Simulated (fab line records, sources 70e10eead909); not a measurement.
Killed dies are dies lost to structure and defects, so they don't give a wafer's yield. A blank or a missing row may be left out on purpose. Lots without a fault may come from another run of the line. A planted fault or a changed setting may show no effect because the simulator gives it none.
fab line records | flow nand_harc
record lots=24 wafers=72 last_day=33
route steps=1302 shown A_CONTACT@1010
lots that met no fault: from a run of the same line without faults
start_h: hours from the record's first day to the start of the lot's first wafer shown | wait_h: hours since the lot's step before | " the same as in the row above | L1.1+2: a row that stands for several wafers | - no value, or no start given | * or withheld: withheld | < > ~ a bound
route shown NAME@n: a module of which the file shows steps, and the number in the route of the first | usual: mean/standard deviation of fault-free wafers | same: alike in all rows | chamber/n: place in a boat | sites: the reading at each site | _std_site: their standard deviation | _edge_site: outer sites' mean less inner sites' | radius_mm: how far each site lies from the wafer's centre | mask NAME#n: copy n | behind: the tool/chamber that last shaped the wafer | hold: why the lot was held/for how many hours/how that ended | device: the transistor (n, p or np) that didn't switch | end of line: the same wafers' tests at the end of the route | a step without rows: its recipe alone | killed: dies lost to structure and defects at the first sort, not the wafer's yield | map: a wafer's dies, x killed, . not, _ none there
set.NAME: the setting as run; set.NAME@STEP: as run at that earlier step | model.NAME: the simulator's own value behind a step, which no gauge read
steps of the route over a sample of lots; a table a step, a row a wafer
services: from which hour (start_h, from the record's first day; less than 0 if before it) a tool's chamber was out of use, for how many hours, and why
## steps
# step NHARC_A_CONTACT_ETCH_116
# recipe source_w=withheld pressure_mtorr=20 bias_v=3000 time_s=190 target_depth_a=18500 ar_flow_sccm=withheld c4f8_flow_sccm=withheld o2_flow_sccm=withheld chemistry=C4F8/O2/Ar
# columns lot.wafer tool chamber start_h wait_h rf_hours_counter_h
L074.2 har_cap_etch-03 0 481.65 0.1 38
L074.1 " 1 " " 38
L074.4 " 1 " " -
L075.2 har_cap_etch-02 1 498.13 0.1 80
L075.5 " 1 " " -
L075.6 " 0 " " -
L076.1 har_cap_etch-03 0 507.13 0.1 43
L076.2 " 1 " " 43
L076.5 " 1 " " -
L077.2 har_cap_etch-02 0 507.92 0.2 84
L077.3 " 1 " " -
L077.6 " 1 " " -
L078.1 har_cap_etch-03 0 528.13 0.1 49
L078.3 " 1 " " -
L078.5 " 0 " " -
L079.2 har_cap_etch-03 1 541.28 0.1 51
L079.6 " 1 " " -
L079.5 " 0 " " -
L081.4 har_cap_etch-01 1 566.12 0.1 -
L081.3 " 0 " " -
L081.6 " 1 " " -
L082.1 har_cap_etch-02 1 566.98 0.1 93
L082.4 " 0 " " -
L082.6 " 0 " " -
L080.1 har_cap_etch-03 1 572.86 0.1 55
L080.3 " 0 " " -
L080.5 " 1 " " -
L083.2 har_cap_etch-01 1 595.16 0.1 11
L083.4 " 0 " " -
L083.6 " 0 " " -
L085.1 har_cap_etch-02 1 595.39 0.1 98
L085.2 " 0 " " 98
L085.3 " 0 " " -
L084.2 har_cap_etch-02 0 613.10 0.1 101
L084.3 " 0 " " -
L084.5 " 0 " " -
L086.3 har_cap_etch-03 1 622.18 0.1 -
L086.6 " 1 " " -
L086.5 " 0 " " -
L087.2 har_cap_etch-01 1 637.42 0.1 18
L087.1 " 0 " " 18
L087.6 " 1 " " -
L089.1 har_cap_etch-03 1 640.41 0.1 67
L089.3 " 1 " " -
L089.6 " 0 " " -
L090.1 har_cap_etch-02 0 640.85 0.1 105
L090.3 " 1 " " -
L090.5 " 1 " " -
L088.4 har_cap_etch-03 0 647.20 0.1 -
L088.5 " 1 " " -
L088.6 " 0 " " -
L091.4 har_cap_etch-01 0 666.35 0.1 -
L091.3 " 1 " " -
L091.6 " 0 " " -
L093.1 har_cap_etch-03 0 681.01 0.1 76
L093.2 " 1 " " 76
L093.3 " 0 " " -
L094.1 har_cap_etch-01 0 681.39 0.1 27
L094.2 " 1 " " 27
L094.4 " 1 " " -
L092.1 har_cap_etch-02 1 685.25 0.1 113
L092.2 " 0 " " 113
L092.3 " 1 " " -
L095.2 har_cap_etch-03 0 695.82 0.1 79
L095.3 " 1 " " -
L095.6 " 1 " " -
L097.2 har_cap_etch-03 1 709.24 0.1 83
L097.3 " 0 " " -
L097.6 " 0 " " -
L096.1 har_cap_etch-01 1 709.48 0.1 34
L096.2 " 0 " " 34
L096.6 " 0 " " -
# step NHARC_A_CONTACT_ETCH_119
# recipe source_w=withheld pressure_mtorr=20 bias_v=3000 time_s=190 target_depth_a=18500 ar_flow_sccm=withheld c4f8_flow_sccm=withheld o2_flow_sccm=withheld chemistry=C4F8/O2/Ar
# columns lot.wafer tool chamber start_h wait_h rf_hours_counter_h
L074.2 har_cap_etch-03 0 482.16 0.1 38
L074.1 " 1 " " 38
L074.4 " 1 " " -
L075.2 har_cap_etch-02 1 498.65 0.1 81
L075.5 " 1 " " -
L075.6 " 0 " " -
L076.1 har_cap_etch-03 0 507.64 0.1 44
L076.2 " 1 " " 44
L076.5 " 1 " " -
L077.2 har_cap_etch-02 0 508.61 0.2 84
L077.3 " 1 " " -
L077.6 " 1 " " -
L078.1 har_cap_etch-03 0 528.65 0.1 49
L078.3 " 1 " " -
L078.5 " 0 " " -
L079.2 har_cap_etch-03 1 541.79 0.1 52
L079.6 " 1 " " -
L079.5 " 0 " " -
L081.4 har_cap_etch-01 1 566.63 0.1 -
L081.3 " 0 " " -
L081.6 " 1 " " -
L082.1 har_cap_etch-02 1 567.50 0.1 93
L082.4 " 0 " " -
L082.6 " 0 " " -
L080.1 har_cap_etch-03 1 573.37 0.1 55
L080.3 " 0 " " -
L080.5 " 1 " " -
L083.2 har_cap_etch-01 1 595.67 0.1 11
L083.4 " 0 " " -
L083.6 " 0 " " -
L085.1 har_cap_etch-02 1 595.90 0.1 99
L085.2 " 0 " " 99
L085.3 " 0 " " -
L084.2 har_cap_etch-02 0 613.60 0.1 101
L084.3 " 0 " " -
L084.5 " 0 " " -
L086.3 har_cap_etch-03 1 622.69 0.1 -
L086.6 " 1 " " -
L086.5 " 0 " " -
L087.2 har_cap_etch-01 1 637.94 0.1 18
L087.1 " 0 " " 18
L087.6 " 1 " " -
L089.1 har_cap_etch-03 1 640.92 0.1 67
L089.3 " 1 " " -
L089.6 " 0 " " -
L090.1 har_cap_etch-02 0 641.36 0.1 105
L090.3 " 1 " " -
L090.5 " 1 " " -
L088.4 har_cap_etch-03 0 647.71 0.1 -
L088.5 " 1 " " -
L088.6 " 0 " " -
L091.4 har_cap_etch-01 0 666.86 0.1 -
L091.3 " 1 " " -
L091.6 " 0 " " -
L093.1 har_cap_etch-03 0 681.52 0.1 76
L093.2 " 1 " " 76
L093.3 " 0 " " -
L094.1 har_cap_etch-01 0 681.90 0.1 28
L094.2 " 1 " " 28
L094.4 " 1 " " -
L092.1 har_cap_etch-02 1 685.76 0.1 114
L092.2 " 0 " " 114
L092.3 " 1 " " -
L095.2 har_cap_etch-03 0 696.33 0.1 80
L095.3 " 1 " " -
L095.6 " 1 " " -
L097.2 har_cap_etch-03 1 709.75 0.1 84
L097.3 " 0 " " -
L097.6 " 0 " " -
L096.1 har_cap_etch-01 1 709.99 0.1 35
L096.2 " 0 " " 35
L096.6 " 0 " " -
# step NHARC_A_CONTACT_ETCH_76
# recipe target_depth_a=2600 over_etch_frac=0.3 time_s=475.3 ion_energy_ev=200 n2_flow_sccm=150 h2_flow_sccm=150 ar_flow_sccm=0 rf_w=400 bias_w=150 chemistry=N2/H2
# usual drypump_motor_current_A=5.8/0.36 n2_flow_sccm=150.0/0.46 oes_product_au=1.000/0.0085 rf_vpp_V=432.6/2.6 showerhead_plenum_p_Torr=2.11/0.089 throttle_valve_pct=14.171/0.0094
# columns lot.wafer tool chamber start_h wait_h drypump_motor_current_A n2_flow_sccm oes_product_au rf_hours_counter_h rf_vpp_V showerhead_plenum_p_Torr throttle_valve_pct
L074.1 rie_diel-12 3 - - 5.8 150.1 1.018 10 436.5 2.21 14.181
L074.2 " 1 " " 5.8 149.6 0.983 9 433.9 2.11 14.167
L074.4 " 2 " " 6.2 150.4 1.021 10 427.3 1.94 14.163
L075.2 rie_diel-05 0 - - 5.5 151.0 1.001 15 432.6 2.17 14.167
L075.6 " 3 " " 5.9 150.0 0.992 - 430.6 2.08 14.178
L075.5 " 0 " " 5.4 150.2 1.004 - 433.5 2.17 14.177
L076.1 rie_diel-05 3 - - 5.9 149.7 0.994 16 431.7 2.07 14.182
L076.2 " 0 " " 5.4 150.1 1.005 16 433.6 2.17 14.182
L076.5 " 3 " " 5.9 149.9 1.000 - 431.5 2.07 14.167
L077.2 rie_diel-05 0 - - 5.5 149.5 1.009 16 433.1 2.17 14.169
L077.3 " 1 " " 6.6 149.8 0.994 13 434.5 2.16 14.184
L077.6 " 2 " " 5.7 150.1 0.995 - 435.9 2.21 14.178
L078.1 rie_diel-05 3 - - 5.8 149.2 1.001 19 430.7 2.07 14.162
L078.3 " 2 " " 5.8 150.4 1.004 20 434.5 2.21 14.160
L078.5 " 3 " " 5.8 149.3 0.997 - 430.9 2.07 14.161
L079.2 rie_diel-05 1 - - 6.6 150.0 0.994 17 434.6 2.16 14.159
L079.6 " 3 " " 5.9 149.9 1.003 - 431.9 2.07 14.155
L079.5 " 0 " " 5.5 149.3 0.990 - 434.0 2.17 14.167
L081.4 rie_diel-05 2 - - 5.7 150.1 0.995 24 436.1 2.21 14.176
L081.3 " 3 " " 5.9 149.1 1.003 23 430.4 2.07 14.167
L081.6 " 1 " " 6.6 150.1 1.000 - 434.1 2.15 14.168
L082.1 rie_diel-05 1 - - 6.6 150.5 0.993 20 433.3 2.15 14.171
L082.4 " 2 " " 5.7 149.7 0.996 25 435.5 2.21 14.162
L082.6 " 1 " " 6.6 150.0 0.997 - 433.8 2.15 14.176
L080.3 rie_diel-05 3 - - 5.9 150.2 0.989 24 432.1 2.07 14.183
L080.1 " 1 " " 6.6 149.5 0.989 20 432.6 2.15 14.167
L080.5 " 3 " " 5.9 150.2 0.989 - 431.3 2.07 14.178
L083.2 rie_diel-05 3 - - 5.8 151.1 1.008 0 433.7 2.07 14.163
L083.4 " 1 " " 6.6 150.0 1.004 0 434.5 2.15 14.165
L083.6 " 3 " " 5.9 150.5 1.002 - 431.6 2.07 14.165
L085.1 rie_diel-12 1 - - 5.8 149.8 0.986 48 432.7 2.09 14.167
L085.3 " 2 " " 6.2 150.2 1.002 55 426.3 1.93 14.166
L085.2 " 0 " " 5.9 150.4 0.982 48 433.8 2.18 14.173
L084.2 rie_diel-05 1 - - 6.6 150.2 0.997 3 434.4 2.15 14.159
L084.3 " 0 " " 5.5 149.8 0.988 3 434.7 2.16 14.152
L084.5 " 2 " " 5.7 149.6 1.002 - 435.5 2.21 14.183
L086.3 rie_diel-05 2 - - 5.7 149.3 1.008 5 433.7 2.21 14.178
L086.5 " 2 " " 5.7 150.5 1.015 - 434.4 2.21 14.178
L086.6 " 3 " " 5.8 150.1 1.007 - 431.0 2.07 14.156
L087.1 rie_diel-05 0 - - 5.5 150.0 1.007 9 433.5 2.16 14.200
L087.2 " 1 " " 6.6 149.4 0.992 11 433.8 2.15 14.186
L087.6 " 3 " " 5.9 150.0 1.001 - 431.0 2.07 14.175
L089.1 rie_diel-06 1 - - 5.7 150.3 0.995 60 430.1 2.01 14.190
L089.3 " 2 " " 5.0 149.7 0.984 58 434.3 2.16 14.172
L089.6 " 3 " " 5.9 150.5 0.997 - 426.6 1.94 14.153
L090.1 rie_diel-06 1 - - 5.7 149.7 1.001 61 430.0 2.01 14.158
L090.3 " 2 " " 5.0 150.7 0.994 59 434.3 2.15 14.168
L090.5 " 3 " " 5.9 150.2 0.985 - 427.8 1.94 14.160
L088.4 rie_diel-06 3 - - 5.9 150.3 0.999 45 428.0 1.94 14.177
L088.5 " 2 " " 5.0 149.7 0.997 - 435.0 2.15 14.172
L088.6 " 3 " " 5.9 150.0 0.989 - 427.7 1.94 14.180
L091.3 rie_diel-05 0 - - 5.5 150.8 1.005 13 433.1 2.16 14.171
L091.6 " 0 " " 5.5 150.4 1.000 - 434.5 2.16 14.167
L091.4 " 3 " " 5.8 150.4 1.001 - 430.7 2.07 14.171
L093.3 rie_diel-12 0 - - 5.9 149.8 0.984 18 434.0 2.17 14.160
L093.1 " 2 " " 6.2 149.6 1.013 16 428.5 1.92 14.173
L093.2 " 3 " " 5.8 150.2 1.002 15 435.2 2.19 14.167
L094.4 rie_diel-05 0 - - 5.4 149.2 0.991 17 434.3 2.16 14.158
L094.1 " 1 " " 6.6 150.0 1.002 18 433.5 2.15 14.180
L094.2 " 2 " " 5.7 150.6 0.995 19 435.7 2.20 14.166
L092.2 rie_diel-06 2 - - 5.0 150.5 1.011 7 433.9 2.15 14.175
L092.1 " 3 " " 5.9 149.8 1.003 6 427.8 1.94 14.186
L092.3 " 0 " " 5.6 150.6 1.000 6 427.6 1.93 14.160
L095.3 rie_diel-05 2 - - 5.7 150.7 0.998 23 435.6 2.20 14.166
L095.2 " 3 " " 5.9 149.8 0.993 21 431.3 2.06 14.207
L095.6 " 3 " " 5.8 149.6 0.986 - 431.1 2.06 14.169
L097.2 rie_diel-12 2 - - 6.2 150.6 1.012 31 424.7 1.91 14.177
L097.3 " 3 " " 5.8 150.3 1.005 30 434.4 2.19 14.155
L097.6 " 1 " " 5.7 149.2 0.984 - 431.9 2.08 14.173
L096.2 rie_diel-05 3 - - 5.9 149.6 0.995 24 430.2 2.06 14.171
L096.1 " 1 " " 6.6 150.3 1.007 24 433.6 2.14 14.152
L096.6 " 2 " " 5.7 148.8 1.000 - 435.3 2.20 14.173
# step NHARC_A_CONTACT_ETCH_124
# recipe source_w=withheld pressure_mtorr=20 bias_v=withheld time_s=140 target_depth_a=7000 ar_flow_sccm=withheld c4f8_flow_sccm=withheld o2_flow_sccm=withheld chemistry=C4F8/O2/Ar
# columns lot.wafer tool chamber start_h wait_h rf_hours_counter_h
L074.1 har_cap_etch-02 1 491.41 - 78
L074.2 " 0 " " 78
L074.4 " 1 " " -
L075.2 har_cap_etch-03 1 508.87 - 45
L075.6 " 0 " " -
L075.5 " 1 " " -
L076.2 har_cap_etch-02 0 516.19 - 86
L076.1 " 1 " " 86
L076.5 " 0 " " -
L077.2 har_cap_etch-01 1 519.00 - 0
L077.3 " 0 " " -
L077.6 " 0 " " -
L078.1 har_cap_etch-02 1 537.10 - 89
L078.3 " 0 " " -
L078.5 " 1 " " -
L079.2 har_cap_etch-02 1 550.38 - 90
L079.6 " 1 " " -
L079.5 " 0 " " -
L081.4 har_cap_etch-01 0 576.72 - -
L081.3 " 1 " " -
L081.6 " 0 " " -
L082.1 har_cap_etch-02 1 579.39 - 94
L082.4 " 1 " " -
L082.6 " 1 " " -
L080.1 har_cap_etch-03 1 582.63 - 56
L080.3 " 0 " " -
L080.5 " 0 " " -
L083.2 har_cap_etch-03 0 605.28 - 59
L083.4 " 1 " " -
L083.6 " 0 " " -
L085.2 har_cap_etch-01 0 605.89 - 12
L085.1 " 1 " " 12
L085.3 " 0 " " -
L084.2 har_cap_etch-01 1 622.36 - 15
L084.3 " 0 " " -
L084.5 " 0 " " -
L086.3 har_cap_etch-02 0 631.52 - -
L086.5 " 1 " " -
L086.6 " 0 " " -
L087.2 har_cap_etch-02 1 648.34 - 106
L087.1 " 0 " " 106
L087.6 " 1 " " -
L089.1 har_cap_etch-01 0 649.43 - 21
L089.3 " 1 " " -
L089.6 " 1 " " -
L090.1 har_cap_etch-03 1 651.76 - 71
L090.3 " 0 " " -
L090.5 " 0 " " -
L088.4 har_cap_etch-01 1 657.42 - -
L088.5 " 0 " " -
L088.6 " 1 " " -
L091.3 har_cap_etch-02 0 675.69 - -
L091.4 " 1 " " -
L091.6 " 0 " " -
L093.2 har_cap_etch-01 1 690.16 - 29
L093.1 " 0 " " 29
L093.3 " 1 " " -
L094.2 har_cap_etch-02 0 693.36 - 115
L094.1 " 1 " " 115
L094.4 " 0 " " -
L092.2 har_cap_etch-01 1 695.97 - 31
L092.1 " 0 " " 31
L092.3 " 1 " " -
L095.2 har_cap_etch-02 0 705.10 - 118
L095.3 " 1 " " -
L095.6 " 1 " " -
L097.2 har_cap_etch-03 0 718.47 - 85
L097.3 " 0 " " -
L097.6 " 1 " " -
L096.1 har_cap_etch-01 0 718.82 - 36
L096.2 " 1 " " 36
L096.6 " 1 " " -
# step NHARC_A_CONTACT_ETCH_91
# recipe target_depth_a=400 over_etch_frac=0.5 time_s=85.7 ion_energy_ev=120 ch3f_flow_sccm=50 o2_flow_sccm=30 ar_flow_sccm=200 rf_w=500 bias_w=100 chemistry=CH3F/O2
# usual drypump_motor_current_A=5.8/0.4 oes_product_au=0.942/0.029 rf_vpp_V=245.1/1.7 showerhead_plenum_p_Torr=2.51/0.11 throttle_valve_pct=20.663/0.0085
# columns lot.wafer tool chamber start_h wait_h drypump_motor_current_A oes_product_au rf_hours_counter_h rf_vpp_V showerhead_plenum_p_Torr throttle_valve_pct
L074.4 rie_diel-06 1 493.81 0.6 5.7 1.000 0 244.2 2.45 20.651
L074.2 " 3 " " 5.9 1.006 0 242.9 2.37 20.658
L074.1 " 0 " " 5.6 1.017 0 242.3 2.36 20.656
L075.2 rie_diel-12 1 511.26 0.7 5.8 0.910 20 245.8 2.53 20.668
L075.5 " 0 " " 5.9 0.927 - 245.5 2.63 20.666
L075.6 " 1 " " 5.8 0.906 - 244.1 2.53 20.656
L076.1 rie_diel-06 3 518.57 0.6 5.9 0.915 2 242.1 2.37 20.667
L076.2 " 2 " " 5.0 0.934 10 246.7 2.61 20.656
L076.5 " 0 " " 5.6 0.933 - 243.2 2.35 20.655
L077.3 rie_diel-06 2 521.37 0.6 5.0 0.932 10 246.5 2.61 20.659
L077.2 " 0 " " 5.6 0.948 10 242.9 2.35 20.656
L077.6 " 2 " " 5.0 0.931 - 245.5 2.61 20.672
L078.1 rie_diel-05 3 539.50 0.7 5.8 0.926 19 245.5 2.50 20.668
L078.3 " 0 " " 5.5 0.925 19 246.6 2.60 20.662
L078.5 " 1 " " 6.6 0.916 - 246.3 2.59 20.674
L079.2 rie_diel-05 3 552.81 0.8 5.9 0.944 21 244.9 2.50 20.677
L079.5 " 1 " " 6.6 0.950 - 246.2 2.59 20.668
L079.6 " 2 " " 5.7 0.948 - 247.9 2.65 20.652
L081.4 rie_diel-05 2 579.05 0.6 5.7 0.931 26 247.0 2.65 20.653
L081.3 " 1 " " 6.6 0.917 20 247.0 2.59 20.669
L081.6 " 3 " " 5.8 0.927 - 245.3 2.50 20.657
L082.1 rie_diel-06 0 581.77 0.7 5.6 1.001 35 244.1 2.34 20.651
L082.4 " 1 " " 5.7 0.988 35 244.5 2.43 20.663
L082.6 " 0 " " 5.6 0.998 - 244.6 2.34 20.648
L080.1 rie_diel-12 3 585.05 0.7 5.8 0.936 44 247.0 2.64 20.665
L080.3 " 0 " " 5.9 0.916 44 246.7 2.62 20.663
L080.5 " 2 " " 6.2 0.928 - 241.8 2.33 20.669
L083.4 rie_diel-05 0 607.66 0.6 5.5 0.939 1 247.0 2.60 20.648
L083.2 " 2 " " 5.7 0.944 1 247.5 2.65 20.669
L083.6 " 0 " " 5.5 0.938 - 246.5 2.60 20.679
L085.3 rie_diel-12 0 608.29 0.6 5.9 0.915 50 244.8 2.61 20.659
L085.1 " 1 " " 5.7 0.915 50 244.9 2.52 20.655
L085.2 " 2 " " 6.2 0.936 56 241.9 2.33 20.665
L084.3 rie_diel-05 1 624.72 0.6 6.6 0.924 4 246.6 2.59 20.667
L084.2 " 0 " " 5.5 0.927 4 246.3 2.60 20.678
L084.5 " 2 " " 5.7 0.934 - 246.9 2.65 20.647
L086.3 rie_diel-12 2 633.81 0.5 6.2 1.021 0 242.7 2.33 20.654
L086.5 " 2 " " 6.2 1.006 - 243.1 2.33 20.668
L086.6 " 3 " " 5.8 1.004 - 246.2 2.64 20.658
L087.1 rie_diel-05 3 650.73 0.6 5.9 0.920 9 245.7 2.49 20.654
L087.2 " 2 " " 5.7 0.928 11 247.1 2.64 20.673
L087.6 " 0 " " 5.5 0.932 - 245.6 2.60 20.660
L089.3 rie_diel-05 1 652.56 0.7 6.6 0.918 11 246.4 2.58 20.645
L089.1 " 2 " " 5.8 0.935 11 248.0 2.64 20.662
L089.6 " 1 " " 6.6 0.934 - 247.1 2.58 20.656
L090.3 rie_diel-05 0 654.16 0.5 5.4 0.935 10 246.1 2.60 20.658
L090.1 " 1 " " 6.6 0.926 12 245.2 2.58 20.666
L090.5 " 0 " " 5.4 0.926 - 245.7 2.60 20.668
L088.4 rie_diel-06 3 659.73 0.5 5.9 0.916 46 243.6 2.35 20.662
L088.5 " 3 " " 5.9 0.923 - 242.7 2.35 20.661
L088.6 " 0 " " 5.6 0.937 - 242.3 2.33 20.664
L091.3 rie_diel-06 2 678.03 0.6 5.0 1.010 2 244.9 2.59 20.657
L091.4 " 1 " " 5.7 1.007 2 243.0 2.42 20.646
L091.6 " 3 " " 5.9 1.002 - 244.3 2.35 20.656
L093.2 rie_diel-06 3 692.60 0.8 5.9 0.930 5 243.8 2.35 20.654
L093.3 " 1 " " 5.7 0.938 6 242.8 2.42 20.665
L093.1 " 2 " " 5.0 0.935 6 245.7 2.59 20.672
L094.4 rie_diel-05 2 695.77 0.6 5.7 0.927 21 246.6 2.64 20.665
L094.2 " 3 " " 5.9 0.932 18 243.8 2.49 20.655
L094.1 " 0 " " 5.4 0.924 18 246.3 2.59 20.651
L092.1 rie_diel-06 3 698.39 0.7 5.9 0.918 8 243.5 2.35 20.677
L092.2 " 0 " " 5.6 0.931 7 242.5 2.33 20.655
L092.3 " 1 " " 5.7 0.941 8 243.8 2.42 20.684
L095.3 rie_diel-05 0 708.14 0.6 5.5 0.929 22 247.6 2.59 20.675
L095.2 " 3 " " 5.9 0.919 23 245.2 2.49 20.665
L095.6 " 0 " " 5.5 0.926 - 246.2 2.59 20.650
L097.2 rie_diel-05 2 720.88 0.7 5.8 0.922 28 247.8 2.64 20.676
L097.3 " 0 " " 5.4 0.934 23 245.8 2.59 20.660
L097.6 " 2 " " 5.7 0.924 - 246.8 2.64 20.665
L096.2 rie_diel-06 1 721.27 0.7 5.7 0.927 17 244.5 2.41 20.655
L096.1 " 2 " " 5.0 0.942 18 244.1 2.58 20.669
L096.6 " 2 " " 5.0 0.938 - 245.2 2.58 20.679
# step NHARC_A_CONTACT_DEP_85
# recipe target_thk_a=600 target_thk_nm=60 temp_c=400 pressure_torr=3.5 flow_sccm=200 rf_w=350 material=SiON
# usual heater_power_outer_w=465/100 heater_power_w=767/140
# columns lot.wafer tool chamber start_h wait_h heater_power_outer_w heater_power_w
L074.2 pecvd-02 0 497.54 1.2 416 700
L074.1 " 2 " " 308 525
L074.4 " 1 " " 588 965
L075.2 pecvd-02 1 517.24 1.2 574 936
L075.5 " 0 " " 448 731
L075.6 " 1 " " 564 947
L076.2 pecvd-01 2 523.65 1.2 612 865
L076.1 " 0 " " 561 912
L076.5 " 0 " " 564 922
L077.3 pecvd-02 0 526.27 0.9 379 635
L077.2 " 2 " " 298 496
L077.6 " 0 " " 384 672
L078.1 pecvd-04 0 542.43 1.5 475 744
L078.3 " 1 " " 392 696
L078.5 " 1 " " 395 682
L079.2 pecvd-02 2 559.03 1.1 373 603
L079.6 " 2 " " 384 603
L079.5 " 0 " " 394 681
L081.3 pecvd-02 2 582.00 0.9 337 548
L081.6 " 0 " " 379 631
L081.4 " 1 " " 599 986
L082.1 pecvd-01 2 584.74 1.5 543 800
L082.6 " 1 " " 404 729
L082.4 " 0 " " 593 912
L080.3 pecvd-01 2 587.97 0.9 592 866
L080.1 " 0 " " 607 990
L080.5 " 1 " " 399 716
L083.2 pecvd-02 1 610.66 1.2 582 971
L083.6 " 0 " " 409 684
L083.4 " 1 " " 575 965
L085.2 pecvd-02 0 611.28 1.1 447 741
L085.1 " 1 " " 585 991
L085.3 " 2 " " 317 520
L084.3 pecvd-04 2 629.13 0.9 366 667
L084.2 " 1 " " 412 705
L084.5 " 0 " " 461 727
L086.3 pecvd-01 0 639.24 0.9 622 1018
L086.5 " 0 " " 638 1024
L086.6 " 2 " " 603 871
L087.2 pecvd-02 1 654.57 1.2 622 999
L087.1 " 2 " " 348 556
L087.6 " 1 " " 478 829
L089.1 pecvd-01 2 656.31 1.5 507 767
L089.3 " 0 " " 638 1051
L089.6 " 1 " " 413 749
L090.3 pecvd-04 0 658.43 0.9 418 692
L090.1 " 1 " " 395 685
L090.5 " 1 " " 392 702
L088.5 pecvd-01 2 662.71 0.4 533 784
L088.4 " 0 " " 595 969
L088.6 " 1 " " 375 705
L091.3 pecvd-04 1 683.61 1.0 415 712
L091.6 " 1 " " 419 721
L091.4 " 2 " " 461 761
L093.1 pecvd-02 0 695.49 1.4 374 646
L093.3 " 1 " " 539 899
L093.2 " 2 " " 357 602
L094.2 pecvd-01 2 698.72 1.1 591 870
L094.1 " 1 " " 359 675
L094.4 " 2 " " 567 866
L092.1 pecvd-01 2 701.69 1.5 524 791
L092.2 " 0 " " 507 848
L092.3 " 1 " " 344 646
L095.3 pecvd-01 2 711.09 0.9 600 870
L095.2 " 1 " " 381 703
L095.6 " 1 " " 389 695
L097.3 pecvd-02 2 727.69 0.9 357 603
L097.2 " 1 " " 484 813
L097.6 " 1 " " 485 842
L096.2 pecvd-04 1 729.42 1.2 326 620
L096.1 " 0 " " 473 748
L096.6 " 1 " " 340 611
## services
# columns tool chamber start_h hours kind
rie_diel-05 1 464.61 10.0 repair
rie_diel-05 0 464.68 - clean
rie_diel-05 2 464.68 - clean
rie_diel-12 1 466.41 5.9 repair
rie_diel-06 - 484.22 9.0 pm
pecvd-01 - 486.80 0.7 repair
pecvd-01 - 492.00 13.0 pm
rie_diel-06 3 496.22 11.6 repair
har_cap_etch-01 - 499.04 17.0 pm
rie_diel-05 - 552.11 0.1 repair
rie_diel-06 3 554.15 5.6 repair
rie_diel-05 - 583.82 9.0 pm
pecvd-02 - 589.05 13.0 pm
har_cap_etch-03 - 596.57 0.5 repair
rie_diel-12 - 622.92 9.0 pm
har_cap_etch-02 - 623.39 1.3 repair
pecvd-02 - 631.61 0.8 repair
pecvd-04 - 631.63 13.0 pm
pecvd-02 0 646.26 17.9 repair
rie_diel-06 - 661.27 9.0 pm
rie_diel-05 1 666.27 8.2 repair
pecvd-01 - 673.00 13.0 pm
rie_diel-06 3 716.09 3.7 repair
rie_diel-06 0 719.90 6.0 repair
## key
fault none
